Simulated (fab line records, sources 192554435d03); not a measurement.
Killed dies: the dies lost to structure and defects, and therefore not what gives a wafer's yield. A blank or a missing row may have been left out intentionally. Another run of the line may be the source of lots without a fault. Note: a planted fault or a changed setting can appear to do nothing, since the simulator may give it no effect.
Split-lot study + flow n5 finfet + 39 wafers read from 7 lots, route of 1938 steps

THE SPLIT
At N5_MIM_TOP_ETCH_PECVD_03 (deposits SiNx from SiH4/NH3/N2, target thk 20 nm, time 17.6 s), the setting time s was moved away from the recipe's 17.6 s on 15 of the 39 wafers read, by -34.0% to +51.1%. The other wafers ran this setting at the recipe's value.

The split's own step is where the reading is taken.

THE READING
SiNx_of_MIM_TOP_ETCH_PECVD_03.thk nm (the simulator's own value, which no gauge read), in nm, at N5_MIM_TOP_ETCH_PECVD_03 (deposits SiNx from SiH4/NH3/N2, target thk 20 nm, time 17.6 s). No usual value for it is given in the file. Here, 24 wafers ran the recipe; their average is 20.0 nm with a standard deviation of 0.34 nm.

| wafer  | tool, chamber at the split | time s as run, s | against the recipe | SiNx_of_MIM_TOP_ETCH_PECVD_03.thk nm, nm | against lot-mates on the recipe |
|--------|----------------------------|------------------|--------------------|------------------------------------------|---------------------------------|
| L079.1 | pecvd-02, 0,1              | 17.6             | recipe             | 19.8                                     | -                               |
| L079.2 | pecvd-02, 0,1              | 17.6             | recipe             | 19.8                                     | -                               |
| L079.3 | pecvd-02, 2,2,0            | 17.6             | recipe             | 20                                       | -                               |
| L079.5 | pecvd-02, 2,2,0            | 17.6             | recipe             | 20                                       | -                               |
| L079.6 | pecvd-02, 2,2,0            | 17.6             | recipe             | 20                                       | -                               |
| L079.4 | pecvd-02, 1                | 17.6             | recipe             | 20.2                                     | -                               |
| L080.1 | pecvd-03, 0                | 17.6             | recipe             | 19.6                                     | -                               |
| L080.2 | pecvd-03, 1                | 17.6             | recipe             | 20.2                                     | -                               |
| L080.3 | pecvd-03, 2,0              | 11.61            | -34.0%             | 12.8                                     | -7.3                            |
| L080.5 | pecvd-03, 2,0              | 11.61            | -34.0%             | 12.8                                     | -7.3                            |
| L080.4 | pecvd-03, 2                | 11.61            | -34.0%             | 13.2                                     | -6.9                            |
| L080.6 | pecvd-03, 1                | 17.6             | recipe             | 20.6                                     | -                               |
| L083.1 | pecvd-03, 2                | 20.38            | +15.8%             | 22.8                                     | +3.3                            |
| L083.2 | pecvd-03, 1                | 17.6             | recipe             | 19.8                                     | -                               |
| L083.3 | pecvd-03, 0                | 17.6             | recipe             | 19.2                                     | -                               |
| L083.4 | pecvd-03, 0                | 20.38            | +15.8%             | 23                                       | +3.5                            |
| L083.5 | pecvd-03, 2                | 17.6             | recipe             | 19.6                                     | -                               |
| L083.6 | pecvd-03, 1                | 20.38            | +15.8%             | 23.4                                     | +3.9                            |
| L082.1 | pecvd-02, 1                | 17.6             | recipe             | 19.6                                     | -                               |
| L082.2 | pecvd-02, 0                | 26.16            | +48.6%             | 29.2                                     | +9.4                            |
| L082.3 | pecvd-02, 2,0              | 26.16            | +48.6%             | 29.6                                     | +9.8                            |
| L082.6 | pecvd-02, 2,0              | 26.16            | +48.6%             | 29.6                                     | +9.8                            |
| L082.4 | pecvd-02, 1                | 17.6             | recipe             | 19.8                                     | -                               |
| L082.5 | pecvd-02, 2                | 17.6             | recipe             | 20                                       | -                               |
| L091.2 | pecvd-01, 2,1              | 17.6             | recipe             | 20.6                                     | -                               |
| L091.4 | pecvd-01, 2,1              | 17.6             | recipe             | 20.6                                     | -                               |
| L091.3 | pecvd-01, 0                | 17.6             | recipe             | 20.2                                     | -                               |
| L092.1 | pecvd-01, 0                | 17.6             | recipe             | 20                                       | -                               |
| L092.2 | pecvd-01, 2                | 25.79            | +46.5%             | 29.4                                     | +9.2                            |
| L092.3 | pecvd-01, 1                | 25.79            | +46.5%             | 29.6                                     | +9.4                            |
| L092.5 | pecvd-01, 1                | 25.79            | +46.5%             | 29.6                                     | +9.4                            |
| L092.4 | pecvd-01, 0                | 17.6             | recipe             | 20.2                                     | -                               |
| L092.6 | pecvd-01, 2                | 17.6             | recipe             | 20.4                                     | -                               |
| L093.1 | pecvd-02, 2                | 17.6             | recipe             | 19.8                                     | -                               |
| L093.2 | pecvd-02, 1                | 26.59            | +51.1%             | 29.8                                     | +9.8                            |
| L093.3 | pecvd-02, 0                | 26.59            | +51.1%             | 30.2                                     | +10.2                           |
| L093.4 | pecvd-02, 2                | 17.6             | recipe             | 20.2                                     | -                               |
| L093.5 | pecvd-02, 1                | 26.59            | +51.1%             | 30.4                                     | +10.4                           |
| L093.6 | pecvd-02, 0                | 17.6             | recipe             | 20                                       | -                               |
Rows listing several chambers each stand for several wafers; the file does not say which wafer went through which chamber.

FIT RESULTS
A straight line over all 39 wafers: SiNx_of_MIM_TOP_ETCH_PECVD_03.thk nm changes by +0.201 nm for each +1% of time s; r = +1.00; the points scatter about the line by 0.33 nm.
The same after taking each lot's own level away (the mean of its wafers on the recipe; 39 wafers): +0.202 nm for each +1%; r = +1.00; scatter 0.26 nm.
Per that fit: largest time s move, reading shift of 10 nm.
Across the lots, their own levels run from 19.53 to 20.47 nm, a range of 2.8 times the standard deviation given above.
So the lot-to-lot level changes the slope little: the two slopes agree.
Check: for one of the wafers moved furthest among these (+51.1%), held out of the fit, the line's prediction against its lot-mates is +10.3 nm. Against them it came out at +9.8 nm.

OTHER SPLITS ON THESE WAFERS
Before the reading, these wafers also passed through other splits. Each is held against what the fit with the lots' levels taken away leaves over:
| other split on the same wafers | wafers away from the commonest value | r with SiNx_of_MIM_TOP_ETCH_PECVD_03.thk nm (lot level and that fit taken away) |
|--------------------------------|--------------------------------------|---------------------------------------------------------------------------------|
| N5_BEOL_M14_ETCH_68 time s     | 18                                   | +0.03                                                                           |

FILE'S OWN FIT
SiNx_of_MIM_TOP_ETCH_PECVD_03.thk nm changes by +0.202 nm for each +1% of time s, r = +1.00.
